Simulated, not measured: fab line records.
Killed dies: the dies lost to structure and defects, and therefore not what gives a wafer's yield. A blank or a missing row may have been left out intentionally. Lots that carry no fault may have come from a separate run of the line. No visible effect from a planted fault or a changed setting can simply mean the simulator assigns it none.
Matching of chambers    flow nand harc    pecvd-03 running NHARC_P_BONDPAD_DEP_00: 3 sister chambers
The step deposits SiCN, target thk 250 nm. 3 wafers are shown with their chamber, then 10 later ones without.

== WAFERS, EACH WITH ITS CHAMBER ==
wafer   chamber  heater power w (W)
L082.5  2        692
L085.4  1        563
L090.5  0        694

== WAFERS WITHOUT THEIR CHAMBER ==
wafer   heater power w (W)
L090.6  695
L093.1  574
L093.5  631
L093.6  592
L094.1  592
L094.2  498
L094.4  599
L097.2  553
L097.4  649
L097.5  560

== WHICH CHAMBER EACH WENT THROUGH ==
wafer   from the rows above           in truth
L090.6  can't be placed: 0 or 2       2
L093.1  1                             1
L093.5  can't be placed: 2 or 0 or 1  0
L093.6  can't be placed: 1 or 2       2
L094.1  can't be placed: 1 or 2       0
L094.2  1                             1
L094.4  can't be placed: 1 or 2 or 0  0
L097.2  1                             1
L097.4  can't be placed: 2 or 0 or 1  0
L097.5  1                             1
Correctly placed: 4 of 10. These rows do not allow placing 6 (true chamber among the candidates in 5). Placed wrongly: 0.
How it was worked out, from the rows above alone: a wafer's distance from a chamber is the root of the sum, over the readings, of the square of ((its reading less the chamber's mean) divided by the reading's scatter). The wafer belongs to the nearest chamber; if the next one is less than 2 further off, it can't be placed. A chamber's mean is the mean of its shown wafers. The scatter (one wafer shown for each chamber): square how far every hidden wafer sits from the nearest shown wafer, average those squares and take the square root.
